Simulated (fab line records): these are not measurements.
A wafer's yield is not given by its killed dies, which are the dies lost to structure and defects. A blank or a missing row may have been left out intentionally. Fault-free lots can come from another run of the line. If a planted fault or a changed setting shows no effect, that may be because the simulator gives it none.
fab line records	flow n5-finfet
record: lots: 24	wafers: 72	last-day: 17
route steps=1938 shown BEOL_M5@1185 BEOL_M6@1216 BEOL_M7@1266
lots untouched by any fault: they come from a run of this same line in which no faults occurred
start-h: the number of hours between the record's first day and the start of the first shown wafer of the lot	wait-h: time in hours since the lot's previous step	" as in the row above	L1.1+2: a single row standing in for several wafers	- either no value or no given start	* or withheld: withheld	< > ~ a bound
route shown NAME@n: NAME is a module with steps in the file, n the number in the route of the first one	usual: mean and standard deviation over wafers with no fault	same: alike in all rows	chamber/n: place in a boat	sites: the reading at each site	_std_site: how widely they spread, as a standard deviation	_edge_site: inner sites' mean taken away from outer sites' mean	radius-mm: for every site, how far away it sits from the centre of the wafer	mask NAME#n: copy n	behind: the most recent tool/chamber to have shaped the wafer	hold: why the lot went on hold/how many hours it stayed there/how the hold came to an end	device: the transistor (n, p or np) that didn't switch	end of line: tests run on the same wafers once the route is complete	a step without rows: its recipe alone	killed: not the wafer's yield, but the dies lost to structure and defects at the first sort	map: a wafer's dies, marking killed ones x, the rest . and places with no die _
set.NAME: setting as actually run; set.NAME@STEP: the setting as run at that earlier step	model.NAME: the simulator's own value behind a step, which no gauge read
steps of the route over a sample of lots; a table a step, a row a wafer
services: when a tool's chamber went out of use (start-h, in hours from the record's first day, below 0 if earlier), for how many hours, and the reason
== steps ==
step: N5_BEOL_M5_ANNEAL_51
recipe: temp-c: 225	time-s: 90	ambient: N2
usual: wafer_temp_C_max: 225.93/0.29
same: time-s: 90
lot.wafer	tool	chamber	start-h	wait-h	wafer_temp_C_max
L075.3	rtp-anneal-02	0	194.46	0.1	225.92
L075.4	"	0	"	"	225.72
L075.5	"	0	"	"	226.21
L074.3	rtp-anneal-01	0	195.97	0.1	225.82
L074.5	"	0	"	"	225.65
L074.6	"	0	"	"	225.84
L076.2	rtp-anneal-01	0	197.33	0.2	225.40
L076.4	"	0	"	"	225.46
L076.5	"	0	"	"	225.64
L077.1	rtp-anneal-02	0	202.33	0.1	225.97
L077.3	"	0	"	"	225.69
L077.5	"	0	"	"	226.28
L078.4	rtp-anneal-02	0	204.96	0.2	225.47
L078.5	"	0	"	"	226.18
L078.6	"	0	"	"	225.83
L079.2	rtp-anneal-02	0	208.04	0.6	225.83
L079.3	"	0	"	"	226.13
L079.6	"	0	"	"	226.03
L080.2	rtp-anneal-02	0	220.86	0.4	225.92
L080.3	"	0	"	"	226.14
L080.5	"	0	"	"	226.18
L081.1	rtp-anneal-02	0	225.61	0.1	226.28
L081.3	"	0	"	"	225.85
L081.6	"	0	"	"	226.15
L082.1	rtp-anneal-01	0	238.67	0.2	225.61
L082.4	"	0	"	"	225.90
L082.6	"	0	"	"	225.43
L083.1	rtp-anneal-01	0	244.94	1.1	225.62
L083.3	"	0	"	"	225.60
L083.4	"	0	"	"	225.64
L084.2	rtp-anneal-01	0	251.14	0.1	226.06
L084.5	"	0	"	"	225.83
L084.6	"	0	"	"	225.76
L085.3	rtp-anneal-02	0	251.98	0.1	225.99
L085.4	"	0	"	"	226.22
L085.6	"	0	"	"	225.89
L087.2	rtp-anneal-01	0	262.71	0.2	225.87
L087.3	"	0	"	"	225.68
L087.6	"	0	"	"	225.77
L088.4	rtp-anneal-02	0	266.80	0.2	226.13
L088.5	"	0	"	"	226.32
L088.6	"	0	"	"	226.53
L089.1	rtp-anneal-02	0	267.80	0.1	226.29
L089.3	"	0	"	"	226.26
L089.4	"	0	"	"	225.85
L086.2	rtp-anneal-01	0	268.65	0.1	225.33
L086.4	"	0	"	"	225.85
L086.5	"	0	"	"	225.51
L090.1	rtp-anneal-02	0	279.37	0.1	225.90
L090.2	"	0	"	"	225.98
L090.6	"	0	"	"	226.26
L092.2	rtp-anneal-01	0	289.78	0.1	225.88
L092.3	"	0	"	"	226.10
L092.6	"	0	"	"	225.94
L091.1	rtp-anneal-02	0	294.21	0.1	225.81
L091.2	"	0	"	"	226.07
L091.3	"	0	"	"	225.90
L093.1	rtp-anneal-02	0	297.89	0.1	225.83
L093.2	"	0	"	"	226.01
L093.6	"	0	"	"	226.07
L094.1	rtp-anneal-02	0	304.29	0.1	225.32
L094.2	"	0	"	"	226.42
L094.6	"	0	"	"	225.84
L095.2	rtp-anneal-01	0	306.93	0.1	225.81
L095.3	"	0	"	"	225.78
L095.5	"	0	"	"	226.21
L096.2	rtp-anneal-02	0	313.61	0.5	226.12
L096.5	"	0	"	"	226.40
L096.6	"	0	"	"	225.98
L097.4	rtp-anneal-02	0	318.57	0.2	225.86
L097.5	"	0	"	"	226.46
L097.6	"	0	"	"	225.94
step: N5_BEOL_M6_STRIP_19
recipe: chemistry: O2	power-w: 400	temp-c: 40	pressure-mtorr: 30	rf-frequency-hz: 6e+07	bias-power-w: 0	overash-fraction: 0.2	o2-flow-sccm: 225
usual: drypump-motor-current-A: 5.8/0.47	oes-product-au: 0.78/0.089	rf-vpp-V: 3.7/0.57	showerhead-plenum-p-Torr: 2.10/0.073	throttle-valve-pct: 16.58/0.25
lot.wafer	tool	chamber	start-h	wait-h	drypump-motor-current-A	oes-product-au	rf-hours-counter-h	rf-vpp-V	showerhead-plenum-p-Torr	throttle-valve-pct
L075.3	rie-diel-05	1	197.65	0.1	6.2	0.71	248	3.8	2.06	16.81
L075.4	"	0	"	"	5.2	0.70	227	2.9	2.16	16.83
L075.5	"	0	"	"	5.2	0.71	-	3.7	2.16	16.82
L074.3	rie-diel-03	0	199.06	0.1	6.3	0.89	33	3.5	2.05	16.53
L074.5	"	3	"	"	6.3	0.78	-	3.7	2.02	16.58
L074.6	"	0	"	"	6.3	0.89	-	4.6	2.05	16.53
L076.2	rie-diel-01	1	201.93	0.1	6.1	0.72	205	3.5	1.99	16.60
L076.4	"	0	"	"	5.5	0.96	5	3.4	2.14	16.06
L076.5	"	2	"	"	5.4	0.82	-	3.5	2.22	16.44
L077.1	rie-diel-01	3	206.40	0.1	5.1	0.79	73	4.1	2.21	16.35
L077.3	"	2	"	"	5.4	0.81	83	4.2	2.22	16.44
L077.5	"	2	"	"	5.4	0.81	-	3.6	2.22	16.44
L078.4	rie-diel-05	2	207.49	0.1	6.3	0.70	-	3.9	2.08	16.85
L078.5	"	3	"	"	5.4	0.72	-	3.9	2.07	16.81
L078.6	"	0	"	"	5.2	0.71	-	3.5	2.16	16.82
L079.2	rie-diel-01	0	210.92	0.1	5.5	0.94	8	3.0	2.14	16.04
L079.3	"	2	"	"	5.4	0.81	84	3.8	2.22	16.46
L079.6	"	2	"	"	5.4	0.81	-	4.1	2.22	16.45
L080.2	rie-diel-05	3	224.10	0.1	5.4	0.70	207	4.9	2.07	16.83
L080.3	"	0	"	"	5.2	0.70	238	3.1	2.16	16.83
L080.5	"	2	"	"	6.3	0.70	-	3.5	2.08	16.87
L081.1	rie-diel-05	3	229.19	0.1	5.4	0.71	209	2.7	2.07	16.83
L081.3	"	1	"	"	6.2	0.97	4	3.6	2.05	16.35
L081.6	"	1	"	"	6.2	0.97	-	5.1	2.05	16.37
L082.1	rie-diel-03	3	242.85	0.1	6.3	0.77	150	3.7	2.01	16.61
L082.4	"	2	"	"	6.6	0.69	229	3.6	2.15	16.98
L082.6	"	3	"	"	6.3	0.76	-	2.6	2.01	16.61
L083.1	rie-diel-01	0	248.16	0.1	5.5	0.91	19	3.3	2.14	16.07
L083.3	"	2	"	"	5.3	0.80	99	4.4	2.21	16.48
L083.4	"	0	"	"	5.5	0.92	-	4.1	2.14	16.07
L084.2	rie-diel-03	1	253.84	0.1	5.7	0.77	127	2.9	2.20	16.36
L084.5	"	3	"	"	6.3	0.76	-	3.4	2.01	16.63
L084.6	"	2	"	"	6.6	0.69	-	3.0	2.15	17.01
L085.3	rie-diel-03	1	255.95	0.1	5.7	0.77	128	3.8	2.20	16.38
L085.4	"	3	"	"	6.3	0.76	155	3.6	2.01	16.60
L085.6	"	1	"	"	5.7	0.76	-	3.2	2.19	16.39
L087.2	rie-diel-03	0	269.44	0.1	6.3	0.86	58	4.1	2.04	16.58
L087.3	"	1	"	"	5.7	0.77	132	4.2	2.19	16.38
L087.6	"	1	"	"	5.7	0.77	-	1.9	2.19	16.40
L088.4	rie-diel-01	2	269.59	0.1	5.4	0.79	106	4.1	2.21	16.51
L088.5	"	1	"	"	6.1	0.69	-	3.8	1.98	16.63
L088.6	"	0	"	"	5.5	0.91	-	3.5	2.14	16.11
L089.1	rie-diel-03	2	273.14	0.1	6.6	0.69	240	2.5	2.15	17.04
L089.3	"	1	"	"	5.7	0.76	134	4.0	2.19	16.38
L089.4	"	0	"	"	6.3	0.86	60	3.9	2.04	16.58
L086.2	rie-diel-05	3	273.31	0.1	5.4	0.71	225	5.5	2.06	16.86
L086.4	"	1	"	"	6.1	0.92	-	3.8	2.05	16.41
L086.5	"	3	"	"	5.4	0.71	-	3.3	2.06	16.84
L090.1	rie-diel-05	1	284.50	0.2	6.1	0.90	25	3.0	2.05	16.39
L090.2	"	3	"	"	5.4	0.70	229	3.2	2.06	16.89
L090.6	"	1	"	"	6.2	0.89	-	3.4	2.05	16.40
L092.2	rie-diel-01	1	294.42	0.2	6.1	0.69	234	4.7	1.98	16.66
L092.3	"	0	"	"	5.5	0.90	36	4.1	2.13	16.13
L092.6	"	3	"	"	5.1	0.77	-	3.9	2.19	16.41
L091.1	rie-diel-05	0	298.49	0.1	5.2	0.94	4	3.4	2.15	16.40
L091.2	"	3	"	"	5.4	0.70	235	3.6	2.06	16.87
L091.3	"	2	"	"	6.3	0.68	238	3.3	2.07	16.91
L093.1	rie-diel-05	2	300.50	0.1	6.3	0.69	238	3.0	2.07	16.92
L093.2	"	0	"	"	5.2	0.95	5	4.6	2.15	16.38
L093.6	"	1	"	"	6.1	0.90	-	3.7	2.05	16.40
L094.1	rie-diel-05	3	308.29	0.3	5.4	0.70	239	3.9	2.06	16.91
L094.2	"	1	"	"	6.1	0.88	33	4.2	2.04	16.42
L094.6	"	2	"	"	6.3	0.68	-	3.5	2.07	16.89
L095.2	rie-diel-01	3	311.04	0.1	5.1	0.76	112	3.2	2.19	16.41
L095.3	"	2	"	"	5.4	0.78	121	4.3	2.21	16.53
L095.5	"	0	"	"	5.5	0.87	-	4.4	2.13	16.13
L096.2	rie-diel-05	1	317.68	0.2	6.2	0.89	37	3.7	2.04	16.41
L096.5	"	1	"	"	6.1	0.88	-	3.9	2.04	16.42
L096.6	"	2	"	"	6.3	0.67	-	4.6	2.07	16.91
L097.4	rie-diel-01	3	321.23	0.1	5.1	0.75	116	3.6	2.19	16.42
L097.5	"	2	"	"	5.4	0.77	-	3.3	2.20	16.54
L097.6	"	1	"	"	6.1	0.69	-	3.1	1.98	16.66
step: N5_BEOL_M6_CD_MEAS_18
recipe: pitch-nm: 80	target-cd-nm: 40
usual: cd-nm: 39.9/0.4
lot.wafer	tool	chamber	start-h	wait-h	cd-nm
L075.3	cd-sem-03	-	197.73	0.1	39.7
L075.4	"	-	"	"	40.0
L075.5	"	-	"	"	39.3
L074.3	cd-sem-03	-	199.13	0.1	40.1
L074.5	"	-	"	"	39.6
L074.6	"	-	"	"	39.9
L076.2	cd-sem-01	-	202.00	0.1	39.7
L076.4	"	-	"	"	39.8
L076.5	"	-	"	"	40.1
L077.1	cd-sem-03	-	206.47	0.0	39.5
L077.3	"	-	"	"	40.3
L077.5	"	-	"	"	40.1
L078.4	cd-sem-03	-	207.55	0.0	39.3
L078.5	"	-	"	"	39.4
L078.6	"	-	"	"	39.2
L079.2	cd-sem-01	-	210.99	0.1	39.2
L079.3	"	-	"	"	39.1
L079.6	"	-	"	"	38.8
L080.2	cd-sem-02	-	224.17	0.1	40.0
L080.3	"	-	"	"	39.7
L080.5	"	-	"	"	39.6
L081.1	cd-sem-03	-	229.25	0.0	39.8
L081.3	"	-	"	"	40.5
L081.6	"	-	"	"	40.1
L082.1	cd-sem-02	-	242.92	0.0	40.3
L082.4	"	-	"	"	40.4
L082.6	"	-	"	"	40.1
L083.1	cd-sem-02	-	248.23	0.0	40.3
L083.3	"	-	"	"	41.0
L083.4	"	-	"	"	40.3
L084.2	cd-sem-02	-	253.91	0.1	39.4
L084.5	"	-	"	"	39.6
L084.6	"	-	"	"	39.7
L085.3	cd-sem-03	-	256.02	0.1	39.9
L085.4	"	-	"	"	39.7
L085.6	"	-	"	"	40.3
L087.2	cd-sem-02	-	269.51	0.1	40.1
L087.3	"	-	"	"	40.2
L087.6	"	-	"	"	39.6
L088.4	cd-sem-02	-	269.67	0.1	39.9
L088.5	"	-	"	"	39.9
L088.6	"	-	"	"	40.3
L089.1	cd-sem-02	-	273.21	0.0	40.1
L089.3	"	-	"	"	40.6
L089.4	"	-	"	"	39.4
L086.2	cd-sem-03	-	273.38	0.1	40.0
L086.4	"	-	"	"	39.8
L086.5	"	-	"	"	40.2
L090.1	cd-sem-01	-	284.57	0.0	39.9
L090.2	"	-	"	"	40.0
L090.6	"	-	"	"	40.0
L092.2	cd-sem-02	-	294.50	0.1	39.7
L092.3	"	-	"	"	40.2
L092.6	"	-	"	"	39.8
L091.1	cd-sem-03	-	298.56	0.0	39.3
L091.2	"	-	"	"	39.6
L091.3	"	-	"	"	39.9
L093.1	cd-sem-02	-	300.57	0.0	39.6
L093.2	"	-	"	"	40.1
L093.6	"	-	"	"	40.5
L094.1	cd-sem-02	-	308.36	0.0	40.2
L094.2	"	-	"	"	40.5
L094.6	"	-	"	"	40.2
L095.2	cd-sem-03	-	311.11	0.1	40.0
L095.3	"	-	"	"	39.6
L095.5	"	-	"	"	39.4
L096.2	cd-sem-01	-	317.75	0.1	39.8
L096.5	"	-	"	"	41.1
L096.6	"	-	"	"	40.1
L097.4	cd-sem-01	-	321.31	0.1	39.7
L097.5	"	-	"	"	39.4
L097.6	"	-	"	"	39.5
step: N5_BEOL_M6_ETCH_66
recipe: chemistry: N2/H2	target: SOC	target-depth-a: 800	overetch-a: 160	mask-material: SiARC	temp-c: 40	time-s: 120	ion-energy-ev: 200	pressure-mtorr: 30	source-w: 840	bias-w: 150	n2-flow-sccm: 200	h2-flow-sccm: 200
usual: drypump-motor-current-A: 5.9/0.47	n2-flow-sccm: 200.1/0.56	oes-product-au: 0.59/0.057	rf-vpp-V: 524.1/2.7	showerhead-plenum-p-Torr: 2.55/0.09	throttle-valve-pct: 17.73/0.29
same: time-s: 120
lot.wafer	tool	chamber	start-h	wait-h	drypump-motor-current-A	n2-flow-sccm	oes-product-au	rf-hours-counter-h	rf-vpp-V	showerhead-plenum-p-Torr	throttle-valve-pct
L075.3	rie-diel-05	3	200.47	0.0	5.4	200.1	0.55	198	521.9	2.53	18.01
L075.4	"	1	"	"	6.1	201.0	0.54	249	524.3	2.50	17.98
L075.5	"	0	"	"	5.2	199.6	0.55	-	525.7	2.61	17.95
L074.3	rie-diel-01	3	200.52	0.0	5.1	199.8	0.61	71	527.2	2.69	17.64
L074.5	"	3	"	"	5.1	199.5	0.62	-	528.7	2.69	17.64
L074.6	"	0	"	"	5.5	200.6	0.73	-	525.9	2.61	17.18
L076.2	rie-diel-03	3	202.72	0.0	6.3	199.8	0.59	135	519.7	2.44	17.62
L076.4	"	2	"	"	6.6	200.3	0.55	215	525.7	2.62	18.23
L076.5	"	1	"	"	5.7	199.7	0.60	-	525.7	2.66	17.32
L077.1	rie-diel-05	0	208.83	0.0	5.2	199.2	0.54	232	526.9	2.61	17.95
L077.3	"	3	"	"	5.4	199.8	0.56	202	522.9	2.53	18.02
L077.5	"	0	"	"	5.2	199.2	0.54	-	526.1	2.61	17.95
L078.4	rie-diel-03	2	209.18	0.0	6.6	200.8	0.54	217	526.3	2.62	18.23
L078.5	"	0	"	"	6.3	200.5	0.68	-	522.6	2.48	17.59
L078.6	"	1	"	"	5.7	200.0	0.60	-	529.0	2.66	17.35
L079.2	rie-diel-05	3	211.89	0.0	5.3	199.2	0.56	203	523.7	2.53	18.03
L079.3	"	2	"	"	6.3	198.8	0.54	207	523.8	2.52	18.00
L079.6	"	3	"	"	5.4	199.9	0.55	-	523.6	2.53	18.01
L080.2	rie-diel-01	2	225.93	0.0	5.4	200.6	0.61	90	527.9	2.68	17.61
L080.3	"	3	"	"	5.1	199.9	0.60	79	528.7	2.69	17.65
L080.5	"	1	"	"	6.1	200.3	0.55	-	520.0	2.41	17.70
L081.1	rie-diel-03	1	230.45	0.0	5.7	200.8	0.60	119	526.7	2.65	17.37
L081.3	"	3	"	"	6.3	199.8	0.59	145	521.6	2.43	17.63
L081.6	"	0	"	"	6.3	200.5	0.67	-	521.3	2.47	17.59
L082.1	rie-diel-01	1	243.48	0.0	6.1	200.5	0.54	221	520.1	2.41	17.70
L082.4	"	3	"	"	5.1	200.2	0.60	86	529.0	2.69	17.66
L082.6	"	1	"	"	6.1	200.7	0.53	-	520.6	2.41	17.69
L083.1	rie-diel-03	2	251.26	0.0	6.6	200.2	0.53	232	525.5	2.62	18.26
L083.3	"	3	"	"	6.3	199.8	0.58	153	521.9	2.43	17.65
L083.4	"	0	"	"	6.3	199.9	0.65	52	521.6	2.47	17.61
L084.2	rie-diel-01	3	254.98	0.0	5.1	199.2	0.60	90	529.0	2.68	17.68
L084.5	"	2	"	"	5.4	200.9	0.60	-	528.9	2.67	17.62
L084.6	"	3	"	"	5.1	199.2	0.60	-	526.2	2.68	17.67
L085.3	rie-diel-01	3	258.46	0.0	5.1	200.2	0.61	92	528.5	2.68	17.67
L085.4	"	2	"	"	5.4	200.7	0.60	103	528.1	2.67	17.64
L085.6	"	0	"	"	5.5	199.4	0.69	-	526.4	2.60	17.22
L087.2	rie-diel-05	2	271.53	0.0	6.3	200.3	0.52	226	524.4	2.52	18.05
L087.3	"	3	"	"	5.4	200.8	0.54	223	523.2	2.52	18.04
L087.6	"	2	"	"	6.3	199.9	0.53	-	523.3	2.52	18.06
L088.4	rie-diel-01	3	271.56	0.0	5.1	200.2	0.60	96	527.9	2.68	17.67
L088.5	"	1	"	"	6.1	199.2	0.53	-	519.3	2.41	17.71
L088.6	"	0	"	"	5.5	199.2	0.68	-	525.0	2.60	17.21
L086.2	rie-diel-05	3	274.16	0.0	5.4	199.9	0.54	225	522.8	2.52	18.04
L086.4	"	3	"	"	5.4	199.8	0.54	-	523.0	2.52	18.06
L086.5	"	1	"	"	6.1	198.9	0.70	-	523.4	2.49	17.64
L089.1	rie-diel-05	2	274.59	0.0	6.3	200.0	0.53	228	523.1	2.52	18.05
L089.3	"	1	"	"	6.1	200.6	0.70	21	521.3	2.49	17.63
L089.4	"	1	"	"	6.2	200.5	0.69	-	523.6	2.49	17.63
L090.1	rie-diel-03	0	285.34	0.0	6.3	200.2	0.64	63	523.2	2.47	17.62
L090.2	"	3	"	"	6.3	200.2	0.58	165	520.6	2.42	17.68
L090.6	"	2	"	"	6.6	199.4	0.53	-	524.7	2.61	18.30
L092.2	rie-diel-03	0	297.75	0.0	6.3	200.6	0.64	68	521.2	2.46	17.63
L092.3	"	3	"	"	6.2	201.4	0.57	170	520.4	2.42	17.68
L092.6	"	1	"	"	5.7	200.0	0.58	-	526.5	2.64	17.41
L091.1	rie-diel-03	0	299.07	0.0	6.3	199.3	0.64	69	521.1	2.46	17.64
L091.2	"	3	"	"	6.3	199.9	0.57	170	520.8	2.42	17.67
L091.3	"	1	"	"	5.7	199.7	0.58	143	526.0	2.64	17.41
L093.1	rie-diel-03	3	301.97	0.0	6.3	200.5	0.57	171	521.0	2.42	17.68
L093.2	"	0	"	"	6.3	200.7	0.64	70	521.2	2.46	17.64
L093.6	"	1	"	"	5.7	199.6	0.58	-	528.8	2.64	17.39
L094.1	rie-diel-03	2	310.64	0.0	6.6	199.7	0.53	253	525.2	2.61	18.30
L094.2	"	0	"	"	6.3	200.1	0.64	72	521.8	2.46	17.64
L094.6	"	2	"	"	6.6	199.5	0.52	-	525.2	2.61	18.29
L095.2	rie-diel-05	3	311.78	0.0	5.4	200.4	0.54	240	523.4	2.51	18.09
L095.3	"	2	"	"	6.3	199.3	0.52	242	521.7	2.51	18.09
L095.5	"	2	"	"	6.3	199.6	0.52	-	521.3	2.51	18.11
L096.2	rie-diel-03	0	318.41	0.0	6.3	198.9	0.63	75	522.4	2.46	17.65
L096.5	"	0	"	"	6.3	200.1	0.63	-	521.3	2.46	17.66
L096.6	"	3	"	"	6.3	200.7	0.57	-	520.5	2.42	17.70
L097.4	rie-diel-03	0	323.15	0.0	6.3	201.3	0.63	-	522.3	2.46	17.65
L097.5	"	1	"	"	5.6	199.9	0.58	-	528.7	2.64	17.42
L097.6	"	3	"	"	6.3	200.8	0.56	-	520.6	2.42	17.70
step: N5_BEOL_M6_OCD_MEAS_38
usual: trench-depth-nm: 93.3/1.1
lot.wafer	tool	chamber	start-h	wait-h	trench-depth-nm
L075.3	ocd-01	-	200.82	-	92.8
L075.4	"	-	"	"	93.0
L075.5	"	-	"	"	91.8
L074.3	ocd-02	-	200.87	-	93.3
L074.5	"	-	"	"	93.5
L074.6	"	-	"	"	95.5
L076.2	ocd-02	-	203.07	-	94.0
L076.4	"	-	"	"	92.5
L076.5	"	-	"	"	93.7
L077.1	ocd-01	-	209.17	-	92.0
L077.3	"	-	"	"	92.9
L077.5	"	-	"	"	92.0
L078.4	ocd-02	-	209.53	-	91.5
L078.5	"	-	"	"	93.9
L078.6	"	-	"	"	93.3
L079.2	ocd-01	-	212.24	-	93.1
L079.3	"	-	"	"	92.2
L079.6	"	-	"	"	93.1
L080.2	ocd-02	-	226.28	-	96.1
L080.3	"	-	"	"	93.3
L080.5	"	-	"	"	92.1
L081.1	ocd-02	-	230.79	-	94.3
L081.3	"	-	"	"	94.9
L081.6	"	-	"	"	94.5
L082.1	ocd-01	-	243.83	-	91.7
L082.4	"	-	"	"	92.9
L082.6	"	-	"	"	92.7
L083.1	ocd-02	-	251.60	-	93.0
L083.3	"	-	"	"	95.5
L083.4	"	-	"	"	94.5
L084.2	ocd-02	-	255.32	-	93.7
L084.5	"	-	"	"	94.5
L084.6	"	-	"	"	92.4
L085.3	ocd-01	-	258.81	-	93.2
L085.4	"	-	"	"	94.1
L085.6	"	-	"	"	94.2
L087.2	ocd-02	-	271.88	-	92.1
L087.3	"	-	"	"	92.4
L087.6	"	-	"	"	92.3
L088.4	ocd-01	-	271.91	-	93.6
L088.5	"	-	"	"	92.8
L088.6	"	-	"	"	94.3
L086.2	ocd-02	-	274.51	-	92.6
L086.4	"	-	"	"	92.3
L086.5	"	-	"	"	93.7
L089.1	ocd-01	-	274.95	-	92.1
L089.3	"	-	"	"	94.3
L089.4	"	-	"	"	93.3
L090.1	ocd-01	-	285.68	-	93.6
L090.2	"	-	"	"	93.4
L090.6	"	-	"	"	92.1
L092.2	ocd-01	-	298.10	-	95.1
L092.3	"	-	"	"	95.6
L092.6	"	-	"	"	93.5
L091.1	ocd-02	-	299.42	-	93.6
L091.2	"	-	"	"	94.2
L091.3	"	-	"	"	93.0
L093.1	ocd-02	-	302.32	-	93.3
L093.2	"	-	"	"	94.7
L093.6	"	-	"	"	93.5
L094.1	ocd-02	-	310.98	-	92.2
L094.2	"	-	"	"	94.6
L094.6	"	-	"	"	92.4
L095.2	ocd-02	-	312.13	-	91.9
L095.3	"	-	"	"	92.5
L095.5	"	-	"	"	92.1
L096.2	ocd-01	-	318.76	-	92.6
L096.5	"	-	"	"	92.8
L096.6	"	-	"	"	92.9
L097.4	ocd-02	-	323.46	-	94.7
L097.5	"	-	"	"	92.5
L097.6	"	-	"	"	94.5
step: N5_BEOL_M7_PECVD_70
recipe: material: SiO2	target-thk-a: 200	temp-c: 400	precursor: TEOS/O2	pressure-torr: 5.5	rf-w: 450	teos-flow-sccm: 53.8	gas: O2	flow-sccm: 3000	time-s: 22.7
usual: heater-power-w: 753/75	showerhead-plenum-p-Torr: 8.79/0.098	throttle-valve-pct: 22.4/1.2
same: time-s: 22.7
lot.wafer	tool	chamber	start-h	wait-h	heater-power-w	showerhead-plenum-p-Torr	throttle-valve-pct
L075.3	pecvd-03	2	203.88	0.0	774	8.82	21.2
L075.4	"	1	"	"	660	8.73	20.9
L075.5	"	0	"	"	835	8.89	23.3
L074.3	pecvd-04	0	204.38	0.1	709	8.78	22.2
L074.5	"	0	"	"	693	8.78	21.9
L074.6	"	1	"	"	729	8.77	24.2
L076.2	pecvd-01	1	207.31	0.0	868	8.91	23.5
L076.4	"	0	"	"	611	8.62	22.8
L076.5	"	2	"	"	687	8.62	21.2
L077.1	pecvd-04	1	213.76	0.0	868	8.78	24.0
L077.3	"	0	"	"	678	8.81	22.0
L077.5	"	0	"	"	700	8.82	22.1
L078.4	pecvd-01	1	214.10	0.1	824	8.95	23.5
L078.5	"	2	"	"	805	8.64	21.5
L078.6	"	0	"	"	684	8.64	22.7
L079.2	pecvd-04	1	216.64	0.0	784	8.76	24.2
L079.3	"	0	"	"	662	8.77	22.1
L079.6	"	0	"	"	660	8.80	22.0
L080.2	pecvd-01	2	231.51	0.0	766	8.63	21.4
L080.3	"	0	"	"	632	8.62	22.9
L080.5	"	1	"	"	730	8.92	23.3
L081.1	pecvd-04	1	235.59	0.0	865	8.78	24.3
L081.3	"	0	"	"	648	8.79	21.9
L081.6	"	1	"	"	861	8.77	24.2
L082.1	pecvd-01	1	248.30	0.0	767	8.91	23.4
L082.4	"	1	"	"	760	8.89	23.4
L082.6	"	2	"	"	778	8.61	21.1
L083.1	pecvd-04	2	255.46	0.0	755	8.88	20.9
L083.3	"	0	"	"	639	8.80	22.0
L083.4	"	2	"	"	770	8.87	20.7
L084.2	pecvd-01	0	260.00	0.0	687	8.64	22.9
L084.5	"	0	"	"	677	8.62	23.2
L084.6	"	2	"	"	683	8.62	21.4
L085.3	pecvd-04	2	264.00	0.0	721	8.88	20.9
L085.4	"	0	"	"	670	8.79	22.1
L085.6	"	1	"	"	841	8.79	24.1
L087.2	pecvd-04	2	274.72	0.0	770	8.90	20.7
L087.3	"	1	"	"	863	8.78	24.1
L087.6	"	2	"	"	770	8.90	21.0
L088.4	pecvd-03	2	275.33	0.1	699	8.80	21.1
L088.5	"	1	"	"	680	8.70	21.1
L088.6	"	0	"	"	815	8.90	23.5
L089.1	pecvd-03	1	277.99	0.0	675	8.70	21.2
L089.3	"	0	"	"	840	8.90	23.1
L089.4	"	1	"	"	673	8.71	21.0
L086.2	pecvd-01	2	279.05	0.0	668	8.61	21.4
L086.4	"	1	"	"	800	8.94	23.4
L086.5	"	2	"	"	686	8.62	21.2
L090.1	pecvd-04	1	289.66	0.0	857	8.76	23.8
L090.2	"	2	"	"	785	8.85	21.0
L090.6	"	0	"	"	642	8.78	22.3
L092.2	pecvd-03	0	302.96	0.0	758	8.87	23.5
L092.3	"	1	"	"	604	8.71	21.2
L092.6	"	1	"	"	599	8.71	21.1
L091.1	pecvd-04	1	305.30	0.0	835	8.78	24.0
L091.2	"	0	"	"	680	8.78	22.0
L091.3	"	2	"	"	806	8.86	20.9
L093.1	pecvd-01	1	306.23	0.0	798	8.94	23.5
L093.2	"	0	"	"	706	8.63	23.0
L093.6	"	1	"	"	771	8.94	23.6
L095.2	pecvd-04	2	315.70	0.0	715	8.88	20.9
L095.3	"	1	"	"	870	8.78	24.0
L095.5	"	1	"	"	857	8.77	24.0
L094.1	pecvd-04	2	316.63	0.0	805	8.87	20.7
L094.2	"	1	"	"	757	8.78	24.0
L094.6	"	1	"	"	763	8.78	24.1
L096.2	pecvd-04	2	323.94	0.0	826	8.87	21.0
L096.5	"	2	"	"	777	8.85	21.0
L096.6	"	1	"	"	768	8.78	23.6
L097.4	pecvd-03	0	328.08	0.1	905	8.90	23.4
L097.5	"	2	"	"	757	8.82	21.2
L097.6	"	1	"	"	701	8.72	21.1
== services ==
tool	chamber	start-h	hours	kind
pecvd-03	0	176.21	9.7	repair
rie-diel-05	1	202.25	-	clean
rie-diel-05	1	202.25	-	consumable-replace:focus-ring
rie-diel-05	1	202.25	14.5	scheduled-down
rie-diel-05	1	202.25	14.5	vent-cycle
pecvd-04	2	202.38	-	clean
rtp-anneal-01	-	217.81	1.1	pm
rie-diel-01	0	225.59	5.0	repair
pecvd-03	1	232.91	4.1	repair
rie-diel-01	1	246.01	6.7	repair
rie-diel-05	0	261.01	-	clean
rie-diel-05	0	261.01	-	consumable-replace:focus-ring
rie-diel-05	0	261.01	24.8	scheduled-down
rie-diel-05	0	261.01	24.8	vent-cycle
pecvd-03	-	292.21	0.6	repair
rie-diel-01	1	300.08	2.1	repair
rie-diel-03	-	306.71	2.8	pm
pecvd-04	0	306.89	23.2	repair
rie-diel-03	2	315.09	11.2	repair
pecvd-04	-	319.62	0.5	repair
rie-diel-03	2	326.38	-	clean
rie-diel-03	2	326.38	-	consumable-replace:focus-ring
rie-diel-03	2	326.38	17.9	scheduled-down
rie-diel-03	2	326.38	17.9	vent-cycle
== key ==
fault none
